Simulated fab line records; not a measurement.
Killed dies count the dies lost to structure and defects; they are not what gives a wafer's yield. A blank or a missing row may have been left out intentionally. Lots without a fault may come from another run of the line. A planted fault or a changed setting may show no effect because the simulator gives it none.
Chamber matching	flow n5-finfet	4 sister chambers for N5_BEOL_M3_ETCH_77 on rie-diel-02
The step etches underlayer in N2/H2, target depth 6.5 nm, time 5.2 s. 4 wafers are shown with their chamber, then 12 later ones without.

== WAFERS PAIRED WITH THEIR CHAMBERS ==
wafer	chamber	showerhead-plenum-p-Torr (Torr)
L088.4	2	2.40
L090.3	0	2.48
L090.4	1	2.52
L090.6	3	2.65

== WAFERS WITHOUT THEIR CHAMBER ==
wafer	showerhead-plenum-p-Torr (Torr)
L091.1	2.65
L091.5	2.48
L091.6	2.65
L095.3	2.65
L095.5	2.40
L095.6	2.52
L096.1	2.65
L096.4	2.52
L096.5	2.65
L097.1	2.39
L097.5	2.47
L097.6	2.65

== EACH ONE'S CHAMBER ==
wafer	from the rows above	in truth
L091.1	3	3
L091.5	0	0
L091.6	3	3
L095.3	3	3
L095.5	2	2
L095.6	1	1
L096.1	3	3
L096.4	1	1
L096.5	3	3
L097.1	2	2
L097.5	0	0
L097.6	3	3
12 of 12 placed correctly. Left unplaced by these rows: 0. Placed wrongly: 0.
How it was worked out, from the rows above alone: a wafer's distance from a chamber is the root of the sum, over the readings, of the square of ((its reading less the chamber's mean) divided by the reading's scatter). If the next closest chamber is less than 2 further off than the closest, the wafer can't be placed; otherwise it belongs to the closest. For every chamber, the mean is computed from those of its wafers that are shown. The scatter: root of mean squared gap, hidden wafer to nearest shown wafer, with one shown wafer a chamber.
